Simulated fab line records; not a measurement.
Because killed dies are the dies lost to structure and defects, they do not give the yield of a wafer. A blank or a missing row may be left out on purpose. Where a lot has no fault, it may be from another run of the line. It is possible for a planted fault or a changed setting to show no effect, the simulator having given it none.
Matching of chambers :: flow nandHarc :: rieDiel-06 running NHARC_A_CHANNEL_HOLE_D1_ETCH_44: 4 sister chambers
The step etches the open film in CF4/O2, target depth 140 nm, overetch 14 nm, time 77 s. 14 wafers are shown with their chamber, then 7 later ones without.

== WAFERS, EACH WITH ITS CHAMBER ==
wafer: L470.2
chamber: 3
oesProductAu (a.u.): 1.020
throttleValvePct (%): 13.374
rfVppV (V): 197.6

wafer: L470.4
chamber: 2
oesProductAu (a.u.): 0.983
throttleValvePct (%): 13.393
rfVppV (V): 193.8

wafer: L470.6
chamber: 2
oesProductAu (a.u.): 0.994
throttleValvePct (%): 13.403
rfVppV (V): 195.8

wafer: L473.3
chamber: 1
oesProductAu (a.u.): 0.992
throttleValvePct (%): 13.404
rfVppV (V): 196.3

wafer: L473.5
chamber: 3
oesProductAu (a.u.): 1.028
throttleValvePct (%): 13.397
rfVppV (V): 197.1

wafer: L473.6
chamber: 2
oesProductAu (a.u.): 0.988
throttleValvePct (%): 13.399
rfVppV (V): 196.4

wafer: L477.1
chamber: 2
oesProductAu (a.u.): 0.965
throttleValvePct (%): 13.404
rfVppV (V): 198.5

wafer: L477.4
chamber: 3
oesProductAu (a.u.): 1.022
throttleValvePct (%): 13.392
rfVppV (V): 198.4

wafer: L477.5
chamber: 1
oesProductAu (a.u.): 0.971
throttleValvePct (%): 13.408
rfVppV (V): 195.4

wafer: L478.3
chamber: 0
oesProductAu (a.u.): 1.017
throttleValvePct (%): 13.380
rfVppV (V): 198.1

wafer: L478.4
chamber: 2
oesProductAu (a.u.): 0.984
throttleValvePct (%): 13.390
rfVppV (V): 196.4

wafer: L478.5
chamber: 3
oesProductAu (a.u.): 1.027
throttleValvePct (%): 13.393
rfVppV (V): 198.0

wafer: L482.1
chamber: 1
oesProductAu (a.u.): 1.006
throttleValvePct (%): 13.400
rfVppV (V): 197.8

wafer: L482.2
chamber: 3
oesProductAu (a.u.): 1.008
throttleValvePct (%): 13.395
rfVppV (V): 200.0

SIGNATURES (averages over the wafers above)
reading: oesProductAu
chamber 0: 1.01700
chamber 1: 0.98967
chamber 2: 0.98280
chamber 3: 1.02100
scatter within a chamber: 0.0116

reading: throttleValvePct
chamber 0: 13.38000
chamber 1: 13.40400
chamber 2: 13.39780
chamber 3: 13.39020
scatter within a chamber: 0.00725

reading: rfVppV
chamber 0: 198.100
chamber 1: 196.500
chamber 2: 196.180
chamber 3: 198.220
scatter within a chamber: 1.38
Rule: for a wafer and a chamber, the distance is found by dividing, reading by reading, the gap between the wafer's reading and the chamber's mean by the reading's scatter, squaring, summing and taking the root. The wafer belongs to the nearest chamber; if the next one is less than 2 further off, it can't be placed. The scatter: the root of (the sum of the squares of (reading less its chamber's mean) over the shown wafers, divided by (wafers less chambers)).

== WAFERS WITHOUT THEIR CHAMBER ==
wafer: L482.6
oesProductAu (a.u.): 1.027
throttleValvePct (%): 13.391
rfVppV (V): 199.4

wafer: L485.1
oesProductAu (a.u.): 1.009
throttleValvePct (%): 13.394
rfVppV (V): 200.0

wafer: L485.4
oesProductAu (a.u.): 1.015
throttleValvePct (%): 13.399
rfVppV (V): 196.3

wafer: L485.5
oesProductAu (a.u.): 1.014
throttleValvePct (%): 13.402
rfVppV (V): 198.8

wafer: L492.3
oesProductAu (a.u.): 1.015
throttleValvePct (%): 13.401
rfVppV (V): 196.9

wafer: L492.5
oesProductAu (a.u.): 0.996
throttleValvePct (%): 13.406
rfVppV (V): 196.2

wafer: L492.6
oesProductAu (a.u.): 1.018
throttleValvePct (%): 13.406
rfVppV (V): 194.6

== WHICH CHAMBER EACH ONE RAN IN ==
wafer: L482.6
from the rows above: can't be placed: 3 or 0
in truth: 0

wafer: L485.1
from the rows above: can't be placed: 3 or 0 or 1 or 2
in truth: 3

wafer: L485.4
from the rows above: can't be placed: 3 or 1 or 2 or 0
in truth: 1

wafer: L485.5
from the rows above: can't be placed: 3 or 1 or 0 or 2
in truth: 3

wafer: L492.3
from the rows above: can't be placed: 3 or 1 or 2 or 0
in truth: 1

wafer: L492.5
from the rows above: can't be placed: 1 or 2
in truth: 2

wafer: L492.6
from the rows above: can't be placed: 1 or 3 or 2 or 0
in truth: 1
Correctly placed: 0 of 7. Cannot be placed on the basis of these rows: 7; the candidates contain the true chamber in 7. Wrongly placed: 0.
